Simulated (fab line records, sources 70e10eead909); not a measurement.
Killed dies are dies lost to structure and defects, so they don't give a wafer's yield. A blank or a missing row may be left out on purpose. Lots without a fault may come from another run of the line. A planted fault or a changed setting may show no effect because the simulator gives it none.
Problem report in the 8D (eight disciplines) form, filled by code | flow nand_harc | the parts of the form that need people (team, actions taken, sign-off) are left out

1. THE PROBLEM
cd_nm at NHARC_P_STI_CD_MEAS_09 reads a mean of 131.2 nm on 9 wafers of 3 lots; wafers without a fault read 199.8 nm with a standard deviation of 1.8. That is -38 standard deviations from the usual mean.
The step: target cd 200 nm.
First seen on wafer L933.1, day 6 12:33, on cd_sem-03. The record holds 33 wafers of 11 lots with a number at this step. Rule for "out", or "out of limits": more than 4 standard deviations from the usual mean. The other wafers with a number count as sound.

2. WHAT IT IS AND WHAT IT IS NOT
question                    | is                     | is not
which readings at this step | cd_nm                  | -
which lots                  | L933, L934, L936       | L917, L920, L922, L925, L926, L938, L939, L940
which wafers of those lots  | all that have a number | -
read on which gauges        | cd_sem-01, cd_sem-03   | cd_sem-02
when                        | from day 6 12:33       | up to then (15 sound wafers); but 9 sound wafers of L938, L939, L940 came after

3. SUSPECTS, AND WHAT RULES EACH OUT
Counting: a tool at a process step up to the reading stays a suspect if it ran every lot that is out and no sound lot after the first of them.
- the gauge at NHARC_P_STI_CD_MEAS_09: ruled out. The wafers that are out were read on 2 gauges (cd_sem-01, cd_sem-03).
- rie_diel-03 at NHARC_P_ZERO_WELL_DESCUM_26 (chemistry O2, time 3 s): ruled out as a lasting fault. Sound lots L940 ran on it after its first lot that is out, L933 (day 5 14:38).
- krf_scanner-04 at NHARC_P_STI_EXPOSE_06 (exposes mask P STI, target cd 200 nm): kept. It ran every lot that is out, first L933 (day 6 12:24), and no sound lot after that; its last sound lot up to then is L925 (day 4 13:12). Its own readings are out on those wafers: exposure_dose_mJ_cm2.
Left after counting: krf_scanner-04 at NHARC_P_STI_EXPOSE_06.

4. THE CAUSE (what the simulator had put in)
Process parameter drift: krf_scanner-04, from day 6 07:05 on, at NHARC_P_STI_EXPOSE_06. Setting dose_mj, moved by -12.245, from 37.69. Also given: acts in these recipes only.
Counting left only this tool.

5. THE CHAIN OF EFFECTS, in route order
Each row: a reading whose mean over the struck wafers that have a number lies more than 3 standard deviations from the usual. Only readings for which the record gives a usual standard deviation are gone through. hours: the time from each lot's start at the first step in this table that gives one to its start at this step, as a median over the lots. sigmas: the change in usual standard deviations.
hours | step                    | reading              | usual    | on struck wafers | change | sigmas
0     | NHARC_P_STI_EXPOSE_06   | exposure_dose_mJ_cm2 | 37.67    | 27.51            | -10.16 | -99 or more
0     | NHARC_P_STI_CD_MEAS_09  | cd_nm                | 199.8 nm | 131.2            | -68.6  | -38
1     | NHARC_P_STI_OCD_MEAS_17 | trench_foot_cd_nm    | 157.4 nm | 88.7             | -68.7  | -38
412   | NHARC_END_SORT_01       | killed_at_periphery  | 3.8      | 650.7            | +646.9 | +99 or more
412   | NHARC_END_SORT_01       | killed_dies          | 31       | 677              | +646   | +65
The process steps in it:
- NHARC_P_STI_EXPOSE_06: exposes mask P STI, target cd 200 nm.
Later measuring or inspecting steps at which every struck wafer that the step has a row for has a number for every such reading, and none has moved that far: NHARC_P_STI_OVL_MEAS_10.

6. WHAT WOULD HAVE CAUGHT IT SOONER
In this record the first reading out of limits at a measuring or inspecting step was taken at day 6 12:33, 5 hours after the fault began at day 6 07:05.
The tool's own readings at NHARC_P_STI_EXPOSE_06 were out on every struck wafer that the step has a row for (exposure_dose_mJ_cm2): an alarm limit on them would have fired on the first of those.
Of the lots that are out (3), L934, L936 began NHARC_P_STI_EXPOSE_06 on krf_scanner-04 after day 6 12:33. A hold on the tool at that time would have spared those 2.
